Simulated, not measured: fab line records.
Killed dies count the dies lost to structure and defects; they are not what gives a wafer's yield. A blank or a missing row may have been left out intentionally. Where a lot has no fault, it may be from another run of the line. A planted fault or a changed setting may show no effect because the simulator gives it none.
A lot that was struck, set against a sound lot    flow n5-finfet    20 steps out of a route of 1938
Sound: wafers L651.3, L651.5, L651.6. Wafers L666.1, L666.3, L666.6 were the ones struck. Last of all comes the cause.
Per side, at each step with rows, come the tool, then ch with its chambers, and then its first start. Under that, the readings that differ: sound wafers    struck wafers    difference of the means    sigmas: that difference in standard deviations of wafers without a fault.
alike: words and numbers the same on both sides, and readings whose means are apart by under 2 such deviations; not compared: readings that were withheld, readings missing a value for some wafer, numbers with overlapping values and no deviation given by the record, and bounds like >300 which may hide the same value.
A row with sigmas, a row that says differs or no value, or rows on one side alone: a step with any of these is where the two part. Numbers that don't overlap but have no deviation are shown without sigmas and don't part them. A reading missing from all wafers of one side parts the sides only when that side holds two or more wafers.

first, 2 steps without rows for these wafers: N5_BEOL_M4_STRIP_65 (strips in N2/H2); N5_BEOL_M4_STRIP_75 (strips in N2/H2).
N5_BEOL_M4_STRIP_66: strips in CF4.
  sound on rie-diel-01 ch 1,2, day 9 01:14; struck on rie-diel-01 ch 1,2,3, day 12 18:34
  alike: drypump-motor-current-A, oes-product-au, rf-vpp-V, showerhead-plenum-p-Torr, throttle-valve-pct
  not compared: rf-hours-counter-h
N5_BEOL_M4_HM_OPEN_17: chemistry Cl2/BCl3, target TiN, target depth 20 nm, overetch 6 nm.
  sound on rie-metal-02 ch 0,1, day 9 01:19; struck on rie-metal-03 ch 0,1, day 12 18:36
  alike: bias-w, drypump-motor-current-A, oes-product-au, throttle-valve-pct
  not compared: rf-hours-counter-h
N5_BEOL_M4_STRIP_19: strips in O2.
  sound on rie-diel-01 ch 2,3, day 9 01:23; struck on rie-diel-06 ch 0,1, day 12 18:43
reading              sound              struck             difference  sigmas
o2-flow-sccm (sccm)  225.9 226.3 225.9  225.0 224.3 223.2  -1.9        -3
  alike: drypump-motor-current-A, oes-product-au, rf-vpp-V, showerhead-plenum-p-Torr, throttle-valve-pct
  not compared: rf-hours-counter-h
N5_BEOL_M4_CD_MEAS_18: pitch 36 nm, target cd 18 nm.
  sound on cd-sem-01 at day 9 01:28; struck on cd-sem-03 at day 12 18:47
  alike: cd-nm
then, 6 steps without rows for these wafers: N5_BEOL_M4_COAT_67 (time 60 s, resist thk 60 nm); N5_BEOL_M4_COAT_68 (time 60 s, resist thk 12 nm); N5_BEOL_M4_COAT_76 (time 60 s, resist thk 5 nm); N5_BEOL_M4_COAT_22 (resist thk 30 nm); N5_BEOL_M4_EBR_24; N5_BEOL_M4_SOFTBAKE_23 (time 60 s).
N5_BEOL_M4_EXPOSE_25: exposes mask V3, defocus 5 nm.
  sound on euv-scanner-01 ch 0, day 9 01:39; struck on euv-scanner-02 ch 0, day 12 19:05
reading                          sound        struck       difference  sigmas
model.BEOL_M4.overlay-x-nm (nm)  0.2 0.2 0.2  4.6 4.6 4.6  +4.4        
  alike: mask, exposure-dose-mJ-cm2, reticle-temp-C
then, 2 steps without rows for these wafers: N5_BEOL_M4_PEB_26 (peb time 60 s); N5_BEOL_M4_DEVELOP_27 (develop time 30 s).
N5_BEOL_M4_CD_MEAS_28: target cd 26.2 nm, target cd y 24.1 nm.
  sound on cd-sem-03 ch 0, day 9 01:47; struck on cd-sem-03 ch 0, day 12 19:14
  alike: cd-nm
N5_BEOL_M4_OVL_MEAS_29:
  sound on overlay-01 ch 0, day 9 01:49; struck on overlay-01 ch 0, day 12 19:16
reading      sound          struck       difference  sigmas
V3_OVL (nm)  0.6 -1.0 -0.1  5.4 4.9 5.2  +5.3        +7
N5_BEOL_M4_INSPECT_30: inspects for defects (brightfield).
  sound on defect-inspect-02 at day 9 01:52; struck on defect-inspect-01 at day 12 19:19
  alike: raw-defect-count
N5_BEOL_M4_RC_MEAS_101:
  sound on prober-01 ch 0, day 9 13:55; struck on prober-01 ch 0, day 13 03:11
  alike: DIBL_N, DIBL_P, IOFF_N, IOFF_P, ION_N, ION_P, SS_N, SS_P, VT_N, VT_P
then, 1 step without rows for these wafers: N5_PASSIVATION_PROBE_49.

== WHERE THEY PART ==
Last at N5_BEOL_M4_OVL_MEAS_29 as far as this record goes, first at N5_BEOL_M4_STRIP_19. Later steps at which nothing parts them and some readings are alike: N5_BEOL_M4_INSPECT_30, N5_BEOL_M4_RC_MEAS_101.

WHY: what had been put in by the simulator
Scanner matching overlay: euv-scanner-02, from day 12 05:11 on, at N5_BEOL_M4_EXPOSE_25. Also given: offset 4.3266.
